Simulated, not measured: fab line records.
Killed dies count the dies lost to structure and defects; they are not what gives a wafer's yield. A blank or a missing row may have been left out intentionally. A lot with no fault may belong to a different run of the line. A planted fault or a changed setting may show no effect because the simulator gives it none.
Which tool was responsible? + flow n5_finfet + Sampling: 23 lots, 69 wafers, 6 of 1938 route steps

== WHAT EACH GAUGE READ, for each wafer ==
The record lacks any reading of a measuring or inspecting step that a usual standard deviation could be used to judge.

== TOOL THAT RAN EACH LOT (tool first, then ch and the chambers of the sampled wafers, then the start) ==
| lot  | N5_WELL_APT_DESCUM_13             | N5_FIN_SAQP_DESCUM_21             | N5_FIN_SAQP_ETCH_69               | N5_FIN_SAQP_SPACER2_ALD_28       | N5_FIN_SAQP_HM_CD_35   | N5_FIN_SAQP_ETCH_64             |
|------|-----------------------------------|-----------------------------------|-----------------------------------|----------------------------------|------------------------|---------------------------------|
| L074 | rie_diel-02 ch 0,1,3, day 1 13:46 | rie_diel-02 ch 1,3, day 1 21:31   | rie_diel-04 ch 1,3, day 2 00:35   | ald_sin-04 ch 0,2, day 2 00:53   | cd_sem-01, day 2 01:41 | rie_si-02 ch 0,1, day 2 01:44   |
| L075 | rie_diel-01 ch 0,2, day 1 20:14   | rie_diel-02 ch 0,1,2, day 2 04:44 | rie_diel-01 ch 0,1,3, day 2 07:47 | ald_sin-03 ch 1,3, day 2 08:35   | cd_sem-03, day 2 09:27 | rie_si-02 ch 1,2, day 2 09:29   |
| L076 | rie_diel-02 ch 0,2,3, day 2 01:47 | rie_diel-04 ch 1,2,3, day 2 09:51 | rie_diel-01 ch 2,3, day 2 14:16   | ald_sin-03 ch 2,3, day 2 14:34   | cd_sem-01, day 2 15:22 | rie_si-04 ch 1,2,3, day 2 15:25 |
| L077 | rie_diel-01 ch 1,2,3, day 2 08:02 | rie_diel-04 ch 1,2,3, day 2 16:15 | rie_diel-04 ch 1,3, day 2 18:59   | ald_sin-03 ch 0,1,2, day 2 20:10 | cd_sem-03, day 2 20:58 | rie_si-02 ch 0,2, day 2 21:01   |
| L078 | rie_diel-02 ch 0,1,2, day 2 13:54 | rie_diel-04 ch 1,2,3, day 2 22:14 | rie_diel-04 ch 1,2,3, day 3 01:01 | ald_sin-04 ch 0,2,3, day 3 02:17 | cd_sem-03, day 3 03:09 | rie_si-02 ch 0,1,2, day 3 03:12 |
| L079 | rie_diel-01 ch 0,2,3, day 2 20:13 | rie_diel-02 ch 1,2, day 3 03:49   | rie_diel-01 ch 2,3, day 3 06:44   | ald_sin-01 ch 0,1,3, day 3 07:48 | cd_sem-02, day 3 08:49 | rie_si-02 ch 0,1,2, day 3 08:52 |
| L080 | rie_diel-04 ch 1,3, day 3 01:46   | rie_diel-04 ch 1,3, day 3 09:38   | rie_diel-02 ch 0,1, day 3 12:49   | ald_sin-01 ch 0,2, day 3 13:21   | cd_sem-02, day 3 14:10 | rie_si-02 ch 0,2, day 3 14:13   |
| L081 | rie_diel-04 ch 1,2, day 3 07:46   | rie_diel-04 ch 0,1, day 3 18:34   | rie_diel-02 ch 0,3, day 3 21:56   | ald_sin-01 ch 0,1,3, day 3 22:15 | cd_sem-01, day 3 23:08 | rie_si-04 ch 0,1,3, day 3 23:11 |
| L082 | rie_diel-02 ch 2,3, day 3 14:13   | rie_diel-01 ch 0,2, day 3 23:41   | rie_diel-04 ch 0,1,3, day 4 02:44 | ald_sin-04 ch 0,2,3, day 4 03:02 | cd_sem-01, day 4 03:50 | rie_si-04 ch 1,3, day 4 03:53   |
| L083 | rie_diel-04 ch 0,1,3, day 3 20:43 | rie_diel-01 ch 0,3, day 4 05:52   | rie_diel-04 ch 0,1,2, day 4 08:51 | ald_sin-04 ch 1,2,3, day 4 09:10 | cd_sem-03, day 4 09:58 | rie_si-04 ch 0,1,3, day 4 10:01 |
| L084 | rie_diel-01 ch 0,2,3, day 4 02:01 | rie_diel-01 ch 0,2,3, day 4 10:16 | rie_diel-04 ch 0,1,2, day 4 13:29 | ald_sin-01 ch 0,1,2, day 4 13:51 | cd_sem-02, day 4 14:55 | rie_si-04 ch 1,2,3, day 4 14:58 |
| L085 | rie_diel-01 ch 0,2,3, day 4 07:58 | rie_diel-02 ch 1,3, day 4 17:14   | rie_diel-04 ch 0,1,2, day 4 20:00 | ald_sin-01 ch 2,3, day 4 20:18   | cd_sem-01, day 4 21:05 | rie_si-02 ch 1,2,3, day 4 21:08 |
| L086 | rie_diel-04 ch 0,1,2, day 4 13:49 | rie_diel-04 ch 0,1, day 4 21:54   | rie_diel-04 ch 0,1,2, day 5 01:03 | ald_sin-03 ch 1,2, day 5 01:22   | cd_sem-03, day 5 02:25 | rie_si-04 ch 0,1, day 5 02:28   |
| L087 | rie_diel-04 ch 0,1,2, day 4 19:49 | rie_diel-04 ch 0,3, day 5 05:06   | rie_diel-01 ch 0,1, day 5 08:19   | ald_sin-01 ch 0,1, day 5 08:37   | cd_sem-01, day 5 09:26 | rie_si-06 ch 0,1,2, day 5 09:28 |
| L088 | rie_diel-02 ch 0,1,3, day 5 02:04 | rie_diel-04 ch 1,3, day 5 10:34   | rie_diel-02 ch 0,2,3, day 5 13:35 | ald_sin-03 ch 0,1,3, day 5 13:58 | cd_sem-02, day 5 14:46 | rie_si-04 ch 0,1,3, day 5 14:48 |
| L089 | rie_diel-01 ch 1,2, day 5 07:48   | rie_diel-04 ch 0,1,3, day 5 16:17 | rie_diel-04 ch 0,1, day 5 19:07   | ald_sin-01 ch 0,2,3, day 5 19:25 | cd_sem-01, day 5 20:13 | rie_si-02 ch 0,1, day 5 20:16   |
| L091 | rie_diel-02 ch 0,1,3, day 5 19:52 | rie_diel-02 ch 0,1,2, day 6 04:13 | rie_diel-04 ch 0,1,3, day 6 06:56 | ald_sin-04 ch 0,2,3, day 6 07:23 | cd_sem-03, day 6 08:07 | rie_si-04 ch 0,3, day 6 08:09   |
| L092 | rie_diel-01 ch 1,2,3, day 6 01:49 | rie_diel-01 ch 1,2,3, day 6 09:41 | rie_diel-02 ch 0,1,2, day 6 12:29 | ald_sin-04 ch 0,2,3, day 6 13:02 | cd_sem-02, day 6 14:05 | rie_si-06 ch 0,1,3, day 6 14:08 |
| L093 | rie_diel-01 ch 0,1,2, day 6 08:06 | rie_diel-02 ch 0,1,2, day 6 16:07 | rie_diel-01 ch 0,2,3, day 6 19:12 | ald_sin-04 ch 0,3, day 6 19:31   | cd_sem-01, day 6 20:19 | rie_si-06 ch 0,2, day 6 20:22   |
| L094 | rie_diel-02 ch 1,3, day 6 14:03   | rie_diel-01 ch 1,2, day 6 21:52   | rie_diel-02 ch 0,2,3, day 7 00:37 | ald_sin-03 ch 1,2,3, day 7 00:55 | cd_sem-01, day 7 01:50 | rie_si-04 ch 1,2, day 7 01:53   |
| L095 | rie_diel-02 ch 0,1,2, day 6 19:47 | rie_diel-01 ch 1,2,3, day 7 05:35 | rie_diel-04 ch 0,1,2, day 7 08:25 | ald_sin-03 ch 0,2,3, day 7 08:56 | cd_sem-01, day 7 09:44 | rie_si-04 ch 0,3, day 7 09:46   |
| L096 | rie_diel-04 ch 0,1,2, day 7 01:48 | rie_diel-02 ch 1,2, day 7 09:59   | rie_diel-02 ch 0,1,3, day 7 12:53 | ald_sin-01 ch 1,2, day 7 13:11   | cd_sem-03, day 7 13:59 | rie_si-02 ch 0,3, day 7 14:01   |
| L097 | rie_diel-02 ch 0,1, day 7 08:00   | rie_diel-01 ch 0,1,3, day 7 16:36 | rie_diel-01 ch 0,1,2, day 7 19:56 | ald_sin-03 ch 0,1,3, day 7 22:02 | cd_sem-01, day 7 22:59 | rie_si-02 ch 0,2,3, day 7 23:01 |
- N5_WELL_APT_DESCUM_13: chemistry O2, time 7.9 s.
- N5_FIN_SAQP_DESCUM_21: chemistry O2, time 7.9 s.
- N5_FIN_SAQP_ETCH_69: etches SOC in N2/H2, stops on SiNx, target depth 150 nm.
- N5_FIN_SAQP_SPACER2_ALD_28: deposits SiO2, target thk 8.1 nm, pulse time 1 s, purge time 2 s.
- N5_FIN_SAQP_HM_CD_35: target cd 8 nm.
- N5_FIN_SAQP_ETCH_64: etches SiO2 in CF4, target depth 1.5 nm.

== WHAT THE TOOLS THEMSELVES READ (means of the sampled wafers that have a number; where no wafer has one, the mark that the record gives instead) ==
N5_WELL_APT_DESCUM_13.
| lot  | tool        | drypump_motor_current_A (A) | o2_flow_sccm (sccm) | oes_product_au (a.u.) | rf_vpp_V (V) | showerhead_plenum_p_Torr (Torr) | throttle_valve_pct (%) |
|------|-------------|-----------------------------|---------------------|-----------------------|--------------|---------------------------------|------------------------|
| L074 | rie_diel-02 | 5.4                         | 224.8               | 0.79                  | 243.1        | 2.10                            | 20.43                  |
| L075 | rie_diel-01 | 5.8                         | 224.6               | 0.85                  | 243.1        | 2.11                            | 20.34                  |
| L076 | rie_diel-02 | 5.6                         | 225.1               | 0.80                  | 244.0        | 2.13                            | 20.38                  |
| L077 | rie_diel-01 | 5.6                         | 224.5               | 0.84                  | 243.1        | 2.07                            | 20.32                  |
| L078 | rie_diel-02 | 5.7                         | 225.0               | 0.82                  | 244.2        | 2.10                            | 20.17                  |
| L079 | rie_diel-01 | 5.8                         | 225.1               | 0.81                  | 242.9        | 2.07                            | 20.47                  |
| L080 | rie_diel-04 | 5.8                         | 224.9               | 0.81                  | 243.7        | 2.16                            | 20.42                  |
| L081 | rie_diel-04 | 5.4                         | 225.1               | 0.79                  | 243.8        | 2.15                            | 20.57                  |
| L082 | rie_diel-02 | 5.5                         | 224.8               | 0.86                  | 244.7        | 2.18                            | 20.25                  |
| L083 | rie_diel-04 | 5.7                         | 225.1               | 0.76                  | 242.8        | 2.11                            | 20.43                  |
| L084 | rie_diel-01 | 5.7                         | 224.7               | 0.81                  | 242.6        | 2.07                            | 20.48                  |
| L085 | rie_diel-01 | 5.7                         | 225.1               | 0.80                  | 243.2        | 2.07                            | 20.49                  |
| L086 | rie_diel-04 | 5.3                         | 225.1               | 0.75                  | 242.3        | 2.09                            | 20.57                  |
| L087 | rie_diel-04 | 5.3                         | 225.3               | 0.75                  | 242.9        | 2.09                            | 20.58                  |
| L088 | rie_diel-02 | 5.4                         | 224.3               | 0.83                  | 242.3        | 2.09                            | 20.38                  |
| L089 | rie_diel-01 | 5.6                         | 224.8               | 0.83                  | 242.8        | 2.10                            | 20.21                  |
| L091 | rie_diel-02 | 5.4                         | 225.1               | 0.82                  | 242.2        | 2.09                            | 20.39                  |
| L092 | rie_diel-01 | 5.6                         | 225.6               | 0.80                  | 243.5        | 2.07                            | 20.34                  |
| L093 | rie_diel-01 | 5.9                         | 225.4               | 0.80                  | 242.4        | 2.06                            | 20.35                  |
| L094 | rie_diel-02 | 5.0                         | 225.4               | 0.84                  | 244.2        | 2.14                            | 20.53                  |
| L095 | rie_diel-02 | 5.7                         | 225.2               | 0.79                  | 243.2        | 2.09                            | 20.22                  |
| L096 | rie_diel-04 | 5.4                         | 224.5               | 0.82                  | 242.4        | 2.08                            | 20.46                  |
| L097 | rie_diel-02 | 5.8                         | 224.5               | 0.79                  | 242.4        | 2.02                            | 20.27                  |

N5_FIN_SAQP_DESCUM_21.
| lot  | tool        | drypump_motor_current_A (A) | o2_flow_sccm (sccm) | oes_product_au (a.u.) | rf_vpp_V (V) | showerhead_plenum_p_Torr (Torr) | throttle_valve_pct (%) |
|------|-------------|-----------------------------|---------------------|-----------------------|--------------|---------------------------------|------------------------|
| L074 | rie_diel-02 | 5.1                         | 225.2               | 0.77                  | 244.3        | 2.13                            | 20.44                  |
| L075 | rie_diel-02 | 5.7                         | 224.6               | 0.84                  | 242.8        | 2.10                            | 20.17                  |
| L076 | rie_diel-04 | 5.4                         | 225.1               | 0.77                  | 243.6        | 2.16                            | 20.51                  |
| L077 | rie_diel-04 | 5.4                         | 225.6               | 0.77                  | 244.0        | 2.16                            | 20.51                  |
| L078 | rie_diel-04 | 5.4                         | 225.3               | 0.77                  | 243.5        | 2.16                            | 20.51                  |
| L079 | rie_diel-02 | 5.6                         | 224.7               | 0.83                  | 244.5        | 2.16                            | 20.13                  |
| L080 | rie_diel-04 | 5.8                         | 224.6               | 0.80                  | 242.9        | 2.16                            | 20.44                  |
| L081 | rie_diel-04 | 5.7                         | 225.6               | 0.79                  | 243.2        | 2.09                            | 20.48                  |
| L082 | rie_diel-01 | 6.0                         | 226.0               | 0.82                  | 243.1        | 2.07                            | 20.47                  |
| L083 | rie_diel-01 | 5.7                         | 224.3               | 0.78                  | 241.8        | 2.03                            | 20.60                  |
| L084 | rie_diel-01 | 5.7                         | 225.0               | 0.80                  | 242.1        | 2.07                            | 20.49                  |
| L085 | rie_diel-02 | 5.1                         | 225.1               | 0.82                  | 243.1        | 2.12                            | 20.40                  |
| L086 | rie_diel-04 | 5.7                         | 225.1               | 0.78                  | 243.3        | 2.09                            | 20.49                  |
| L087 | rie_diel-04 | 5.6                         | 226.0               | 0.72                  | 242.4        | 2.06                            | 20.42                  |
| L088 | rie_diel-04 | 5.7                         | 224.5               | 0.77                  | 243.6        | 2.15                            | 20.46                  |
| L089 | rie_diel-04 | 5.7                         | 225.0               | 0.74                  | 241.8        | 2.10                            | 20.45                  |
| L091 | rie_diel-02 | 5.7                         | 225.5               | 0.80                  | 244.4        | 2.09                            | 20.23                  |
| L092 | rie_diel-01 | 5.6                         | 225.1               | 0.80                  | 241.9        | 2.06                            | 20.35                  |
| L093 | rie_diel-02 | 5.7                         | 225.5               | 0.79                  | 242.4        | 2.09                            | 20.23                  |
| L094 | rie_diel-01 | 5.7                         | 224.9               | 0.81                  | 242.4        | 2.06                            | 20.21                  |
| L095 | rie_diel-01 | 5.6                         | 225.3               | 0.80                  | 243.0        | 2.06                            | 20.36                  |
| L096 | rie_diel-02 | 5.6                         | 224.7               | 0.78                  | 244.0        | 2.14                            | 20.19                  |
| L097 | rie_diel-01 | 5.8                         | 225.2               | 0.77                  | 241.7        | 2.03                            | 20.49                  |

N5_FIN_SAQP_ETCH_69.
| lot  | tool        | drypump_motor_current_A (A) | h2_flow_sccm (sccm) | oes_product_au (a.u.) | rf_vpp_V (V) | showerhead_plenum_p_Torr (Torr) | throttle_valve_pct (%) |
|------|-------------|-----------------------------|---------------------|-----------------------|--------------|---------------------------------|------------------------|
| L074 | rie_diel-04 | 5.7                         | 200.3               | 0.80                  | 242.2        | 2.60                            | 17.67                  |
| L075 | rie_diel-01 | 5.8                         | 200.1               | 0.81                  | 239.8        | 2.46                            | 17.70                  |
| L076 | rie_diel-01 | 5.5                         | 199.9               | 0.80                  | 239.6        | 2.52                            | 17.89                  |
| L077 | rie_diel-04 | 5.8                         | 199.8               | 0.80                  | 242.0        | 2.60                            | 17.69                  |
| L078 | rie_diel-04 | 5.4                         | 200.0               | 0.75                  | 241.8        | 2.62                            | 17.96                  |
| L079 | rie_diel-01 | 5.5                         | 200.5               | 0.80                  | 239.8        | 2.52                            | 17.90                  |
| L080 | rie_diel-02 | 5.8                         | 199.4               | 0.81                  | 240.9        | 2.49                            | 17.73                  |
| L081 | rie_diel-02 | 5.3                         | 199.6               | 0.89                  | 241.5        | 2.58                            | 17.86                  |
| L082 | rie_diel-04 | 5.6                         | 200.2               | 0.76                  | 241.5        | 2.55                            | 17.82                  |
| L083 | rie_diel-04 | 5.4                         | 200.4               | 0.74                  | 241.4        | 2.55                            | 18.02                  |
| L084 | rie_diel-04 | 5.4                         | 199.6               | 0.74                  | 240.9        | 2.55                            | 18.03                  |
| L085 | rie_diel-04 | 5.3                         | 200.0               | 0.74                  | 241.5        | 2.55                            | 18.04                  |
| L086 | rie_diel-04 | 5.4                         | 199.7               | 0.73                  | 240.8        | 2.54                            | 18.04                  |
| L087 | rie_diel-01 | 6.1                         | 199.7               | 0.79                  | 239.1        | 2.44                            | 17.61                  |
| L088 | rie_diel-02 | 5.6                         | 200.1               | 0.82                  | 241.2        | 2.59                            | 17.87                  |
| L089 | rie_diel-04 | 5.7                         | 200.4               | 0.76                  | 239.6        | 2.52                            | 17.79                  |
| L091 | rie_diel-04 | 5.7                         | 200.4               | 0.74                  | 240.7        | 2.54                            | 17.85                  |
| L092 | rie_diel-02 | 5.7                         | 200.4               | 0.78                  | 240.6        | 2.57                            | 17.84                  |
| L093 | rie_diel-01 | 5.7                         | 200.4               | 0.78                  | 240.3        | 2.49                            | 17.82                  |
| L094 | rie_diel-02 | 5.6                         | 200.5               | 0.81                  | 241.5        | 2.59                            | 17.88                  |
| L095 | rie_diel-04 | 5.3                         | 200.1               | 0.80                  | 240.8        | 2.54                            | 17.91                  |
| L096 | rie_diel-02 | 5.4                         | 199.8               | 0.81                  | 240.9        | 2.53                            | 17.85                  |
| L097 | rie_diel-01 | 5.9                         | 200.2               | 0.78                  | 239.9        | 2.48                            | 17.60                  |

N5_FIN_SAQP_SPACER2_ALD_28.
| lot  | tool       | heater_power_w (W) | precursor_pulse_height_rel |
|------|------------|--------------------|----------------------------|
| L074 | ald_sin-04 | 442                | 0.980                      |
| L075 | ald_sin-03 | 532                | 0.986                      |
| L076 | ald_sin-03 | 502                | 1.005                      |
| L077 | ald_sin-03 | 523                | 1.021                      |
| L078 | ald_sin-04 | 454                | 0.979                      |
| L079 | ald_sin-01 | 484                | 1.008                      |
| L080 | ald_sin-01 | 472                | 0.989                      |
| L081 | ald_sin-01 | 483                | 0.995                      |
| L082 | ald_sin-04 | 451                | 1.025                      |
| L083 | ald_sin-04 | 447                | 1.004                      |
| L084 | ald_sin-01 | 462                | 1.017                      |
| L085 | ald_sin-01 | 474                | 0.997                      |
| L086 | ald_sin-03 | 514                | 1.005                      |
| L087 | ald_sin-01 | 478                | 1.001                      |
| L088 | ald_sin-03 | 523                | 1.007                      |
| L089 | ald_sin-01 | 476                | 1.005                      |
| L091 | ald_sin-04 | 459                | 1.016                      |
| L092 | ald_sin-04 | 457                | 1.016                      |
| L093 | ald_sin-04 | 480                | 1.006                      |
| L094 | ald_sin-03 | 517                | 1.005                      |
| L095 | ald_sin-03 | 515                | 0.989                      |
| L096 | ald_sin-01 | 450                | 0.998                      |
| L097 | ald_sin-03 | 521                | 1.006                      |

N5_FIN_SAQP_HM_CD_35.
| lot  | tool      | cd_nm (nm) |
|------|-----------|------------|
| L074 | cd_sem-01 | 8.01       |
| L075 | cd_sem-03 | 7.93       |
| L076 | cd_sem-01 | 8.10       |
| L077 | cd_sem-03 | 8.01       |
| L078 | cd_sem-03 | 7.84       |
| L079 | cd_sem-02 | 8.02       |
| L080 | cd_sem-02 | 8.09       |
| L081 | cd_sem-01 | 8.18       |
| L082 | cd_sem-01 | 7.94       |
| L083 | cd_sem-03 | 7.88       |
| L084 | cd_sem-02 | 7.97       |
| L085 | cd_sem-01 | 7.94       |
| L086 | cd_sem-03 | 8.11       |
| L087 | cd_sem-01 | 8.26       |
| L088 | cd_sem-02 | 7.99       |
| L089 | cd_sem-01 | 8.12       |
| L091 | cd_sem-03 | 8.11       |
| L092 | cd_sem-02 | 8.12       |
| L093 | cd_sem-01 | 8.16       |
| L094 | cd_sem-01 | 8.14       |
| L095 | cd_sem-01 | 8.15       |
| L096 | cd_sem-03 | 8.23       |
| L097 | cd_sem-01 | 7.93       |

N5_FIN_SAQP_ETCH_64.
| lot  | tool      | drypump_motor_current_A (A) | oes_product_au (a.u.) | throttle_valve_pct (%) |
|------|-----------|-----------------------------|-----------------------|------------------------|
| L074 | rie_si-02 | 5.6                         | 0.99                  | 21.68                  |
| L075 | rie_si-02 | 5.8                         | 1.03                  | 21.70                  |
| L076 | rie_si-04 | 5.3                         | 1.00                  | 21.66                  |
| L077 | rie_si-02 | 5.4                         | 1.02                  | 21.75                  |
| L078 | rie_si-02 | 5.7                         | 1.01                  | 21.70                  |
| L079 | rie_si-02 | 5.7                         | 1.00                  | 21.70                  |
| L080 | rie_si-02 | 5.4                         | 1.03                  | 21.76                  |
| L081 | rie_si-04 | 5.5                         | 1.01                  | 21.67                  |
| L082 | rie_si-04 | 5.5                         | 1.00                  | 21.70                  |
| L083 | rie_si-04 | 5.5                         | 1.01                  | 21.67                  |
| L084 | rie_si-04 | 5.2                         | 1.00                  | 21.66                  |
| L085 | rie_si-02 | 5.9                         | 1.02                  | 21.78                  |
| L086 | rie_si-04 | 5.6                         | 1.03                  | 21.69                  |
| L087 | rie_si-06 | 6.0                         | 1.00                  | 21.67                  |
| L088 | rie_si-04 | 5.5                         | 1.01                  | 21.68                  |
| L089 | rie_si-02 | 5.8                         | 0.98                  | 21.62                  |
| L091 | rie_si-04 | 5.4                         | 1.04                  | 21.65                  |
| L092 | rie_si-06 | 5.7                         | 0.99                  | 21.82                  |
| L093 | rie_si-06 | 6.2                         | 1.00                  | 21.74                  |
| L094 | rie_si-04 | 5.1                         | 1.00                  | 21.68                  |
| L095 | rie_si-04 | 5.4                         | 1.04                  | 21.64                  |
| L096 | rie_si-02 | 5.6                         | 1.01                  | 21.80                  |
| L097 | rie_si-02 | 5.6                         | 1.03                  | 21.83                  |

== THE ANSWER, worked out from the rows above alone ==
Rule: the usual values come from the lots themselves. Put in order of their means at a reading, lots are off if they are a third of the lots or fewer, leave a main group of 4 or more, and stand apart from it by a gap of 3 or more times the standard deviation of the main group's means; of several such gaps the widest counts. A main group is skipped when, at the precision printed for the reading in the tables above, its means are all equal. A lot without any number at a reading at which 4 lots or more have one is off too. Any other lot the step has rows for is counted as sound. The gauges are gone through in route order, then the tools' own readings, and for those a lot's mean is taken as printed above. At the first step where some lot is off, the reading lying furthest off is the one used; lots without a number count as furthest.
None of the lots is off at any reading shown; this tells nothing.

== WHAT HAD BEEN PUT IN BY THE SIMULATOR ==
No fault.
